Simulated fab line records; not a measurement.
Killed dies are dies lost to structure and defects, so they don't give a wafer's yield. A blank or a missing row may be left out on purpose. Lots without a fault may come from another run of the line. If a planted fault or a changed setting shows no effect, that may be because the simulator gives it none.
Split-lot study :: flow n5_finfet :: route with 1938 steps; 7 lots, 21 wafers read

THE SPLIT
At N5_BEOL_M4_COAT_62 (time 60 s, resist thk 12 nm), the setting spin_rpm was moved away from the recipe's 1500 rpm on 11 of the 21 wafers read, by -11.1% to +8.1%. This setting was run at the recipe's value on the other wafers.

FROM THE SPLIT TO THE READING: what the file shows between them, 5 steps
- N5_BEOL_M4_COAT_73: time 60 s, resist thk 5 nm
- N5_BEOL_M4_COAT_05: resist thk 30 nm
- N5_BEOL_M4_DESCUM_16: chemistry O2, time 7 s
- N5_BEOL_M4_ETCH_74: etches underlayer in N2/H2, target depth 6.5 nm, time 5.2 s
- N5_BEOL_M4_ETCH_63: etches SiARC in CF4, target depth 15.6 nm, time 26 s

THE READING
SiARC_of_BEOL_M4_COAT_62.thk_nm (the simulator's own value, which no gauge read), in nm, at N5_BEOL_M4_ETCH_64 (etches SOC in N2/H2, target depth 75 nm, overetch 22.5 nm, time 121.9 s). The file does not state a usual value for it. The 10 wafers here that ran the recipe average 6.6 nm, standard deviation 0.17 nm.

wafer: L075.1
tool, chamber at the split: litho_track-03, 0
spin_rpm as run, rpm: 1400
against the recipe: -6.7%
SiARC_of_BEOL_M4_COAT_62.thk_nm, nm: 7
against lot-mates on the recipe: +0.4

wafer: L075.2
tool, chamber at the split: litho_track-03, 0
spin_rpm as run, rpm: 1500
against the recipe: recipe
SiARC_of_BEOL_M4_COAT_62.thk_nm, nm: 6.6
against lot-mates on the recipe: -

wafer: L075.4
tool, chamber at the split: litho_track-03, 0
spin_rpm as run, rpm: 1400
against the recipe: -6.7%
SiARC_of_BEOL_M4_COAT_62.thk_nm, nm: 7.2
against lot-mates on the recipe: +0.6

wafer: L081.2
tool, chamber at the split: litho_track-05, 0
spin_rpm as run, rpm: 1500
against the recipe: recipe
SiARC_of_BEOL_M4_COAT_62.thk_nm, nm: 6.6
against lot-mates on the recipe: -

wafer: L081.6
tool, chamber at the split: litho_track-05, 0
spin_rpm as run, rpm: 1500
against the recipe: recipe
SiARC_of_BEOL_M4_COAT_62.thk_nm, nm: 6.6
against lot-mates on the recipe: -

wafer: L081.4
tool, chamber at the split: litho_track-05, 0
spin_rpm as run, rpm: 1500
against the recipe: recipe
SiARC_of_BEOL_M4_COAT_62.thk_nm, nm: 6.4
against lot-mates on the recipe: -

wafer: L084.1
tool, chamber at the split: litho_track-05, 0
spin_rpm as run, rpm: 1621
against the recipe: +8.1%
SiARC_of_BEOL_M4_COAT_62.thk_nm, nm: 6.2
against lot-mates on the recipe: -0.4

wafer: L084.5
tool, chamber at the split: litho_track-05, 0
spin_rpm as run, rpm: 1500
against the recipe: recipe
SiARC_of_BEOL_M4_COAT_62.thk_nm, nm: 6.6
against lot-mates on the recipe: -

wafer: L084.6
tool, chamber at the split: litho_track-05, 0
spin_rpm as run, rpm: 1500
against the recipe: recipe
SiARC_of_BEOL_M4_COAT_62.thk_nm, nm: 6.6
against lot-mates on the recipe: -

wafer: L086.1
tool, chamber at the split: litho_track-03, 0
spin_rpm as run, rpm: 1389
against the recipe: -7.4%
SiARC_of_BEOL_M4_COAT_62.thk_nm, nm: 7.2
against lot-mates on the recipe: +0.8

wafer: L086.4
tool, chamber at the split: litho_track-03, 0
spin_rpm as run, rpm: 1500
against the recipe: recipe
SiARC_of_BEOL_M4_COAT_62.thk_nm, nm: 6.4
against lot-mates on the recipe: -

wafer: L086.5
tool, chamber at the split: litho_track-03, 0
spin_rpm as run, rpm: 1389
against the recipe: -7.4%
SiARC_of_BEOL_M4_COAT_62.thk_nm, nm: 7
against lot-mates on the recipe: +0.6

wafer: L090.1
tool, chamber at the split: litho_track-02, 0
spin_rpm as run, rpm: 1334
against the recipe: -11.1%
SiARC_of_BEOL_M4_COAT_62.thk_nm, nm: 7.6
against lot-mates on the recipe: +1.0

wafer: L090.2
tool, chamber at the split: litho_track-02, 0
spin_rpm as run, rpm: 1500
against the recipe: recipe
SiARC_of_BEOL_M4_COAT_62.thk_nm, nm: 6.6
against lot-mates on the recipe: -

wafer: L090.4
tool, chamber at the split: litho_track-02, 0
spin_rpm as run, rpm: 1334
against the recipe: -11.1%
SiARC_of_BEOL_M4_COAT_62.thk_nm, nm: 7.2
against lot-mates on the recipe: +0.6

wafer: L095.1
tool, chamber at the split: litho_track-02, 0
spin_rpm as run, rpm: 1500
against the recipe: recipe
SiARC_of_BEOL_M4_COAT_62.thk_nm, nm: 7
against lot-mates on the recipe: -

wafer: L095.2
tool, chamber at the split: litho_track-02, 0
spin_rpm as run, rpm: 1416
against the recipe: -5.6%
SiARC_of_BEOL_M4_COAT_62.thk_nm, nm: 7
against lot-mates on the recipe: +0.0

wafer: L095.3
tool, chamber at the split: litho_track-02, 0
spin_rpm as run, rpm: 1416
against the recipe: -5.6%
SiARC_of_BEOL_M4_COAT_62.thk_nm, nm: 7
against lot-mates on the recipe: +0.0

wafer: L096.1
tool, chamber at the split: litho_track-05, 0
spin_rpm as run, rpm: 1500
against the recipe: recipe
SiARC_of_BEOL_M4_COAT_62.thk_nm, nm: 6.4
against lot-mates on the recipe: -

wafer: L096.2
tool, chamber at the split: litho_track-05, 0
spin_rpm as run, rpm: 1369
against the recipe: -8.7%
SiARC_of_BEOL_M4_COAT_62.thk_nm, nm: 7.2
against lot-mates on the recipe: +0.8

wafer: L096.6
tool, chamber at the split: litho_track-05, 0
spin_rpm as run, rpm: 1369
against the recipe: -8.7%
SiARC_of_BEOL_M4_COAT_62.thk_nm, nm: 7
against lot-mates on the recipe: +0.6

FIT RESULTS
A straight line over all 21 wafers: SiARC_of_BEOL_M4_COAT_62.thk_nm changes by -0.0661 nm for each +1% of spin_rpm; r = -0.90; the points scatter about the line by 0.16 nm.
The same after taking each lot's own level away (the mean of its wafers on the recipe; 21 wafers): -0.0688 nm for each +1%; r = -0.89; scatter 0.18 nm.
Per that fit: largest spin_rpm move, reading shift of 0.76 nm.
The lots' own levels span 6.40 to 7.00 nm, that is 3.6 times the standard deviation above.
The two slopes agree, so the slope changes little with the lot-to-lot level.
Check: +0.719 nm against its lot-mates is what the line predicts for one of the wafers moved furthest among these (-11.1%) when that wafer is left out of the fit. It came out at +1 nm against them.

OTHER SPLITS ON THESE WAFERS
Other splits were also applied to these wafers ahead of the reading. Each is held against what the fit with the lots' levels taken away leaves over:
other split on the same wafers: N5_BEOL_M1_ETCH_64 bias_w
wafers away from the commonest value: 7
r with SiARC_of_BEOL_M4_COAT_62.thk_nm (lot level and that fit taken away): +0.48

other split on the same wafers: N5_BEOL_M2_ILD_DEP_00 time_s
wafers away from the commonest value: 2
r with SiARC_of_BEOL_M4_COAT_62.thk_nm (lot level and that fit taken away): -0.42

other split on the same wafers: N5_BEOL_M2_DESCUM_33 time_s
wafers away from the commonest value: 6
r with SiARC_of_BEOL_M4_COAT_62.thk_nm (lot level and that fit taken away): -0.37

other split on the same wafers: N5_BEOL_M3_COAT_67 spin_rpm
wafers away from the commonest value: 7
r with SiARC_of_BEOL_M4_COAT_62.thk_nm (lot level and that fit taken away): +0.25

other split on the same wafers: N5_BEOL_M3_COAT_76 spin_rpm
wafers away from the commonest value: 8
r with SiARC_of_BEOL_M4_COAT_62.thk_nm (lot level and that fit taken away): -0.40

other split on the same wafers: N5_BEOL_M4_PECVD_72 temp_c
wafers away from the commonest value: 6
r with SiARC_of_BEOL_M4_COAT_62.thk_nm (lot level and that fit taken away): +0.10

THE WHOLE CHAIN: every reading that the file lists as answering this split, in the file's order
step: N5_BEOL_M4_COAT_62
what it does: time 60 s, resist thk 12 nm
reading: SiARC_of_BEOL_M4_COAT_62.thk_nm (the simulator's own value, which no gauge read)
change (the file's fit): -0.0603 nm for each +1% of the setting
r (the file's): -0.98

step: N5_BEOL_M4_ETCH_63
what it does: etches SiARC in CF4, target depth 15.6 nm, time 26 s
reading: etch.depth_nm (the simulator's own value, which no gauge read)
change (the file's fit): -0.0603 nm for each +1% of the setting
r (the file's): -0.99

step: N5_BEOL_M4_ETCH_64
what it does: etches SOC in N2/H2, target depth 75 nm, overetch 22.5 nm, time 121.9 s
reading: SiARC_of_BEOL_M4_COAT_62.thk_nm (the simulator's own value, which no gauge read)
change (the file's fit): -0.0677 nm for each +1% of the setting
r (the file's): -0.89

FILE'S OWN FIT
SiARC_of_BEOL_M4_COAT_62.thk_nm changes by -0.0677 nm for each +1% of spin_rpm, r = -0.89.
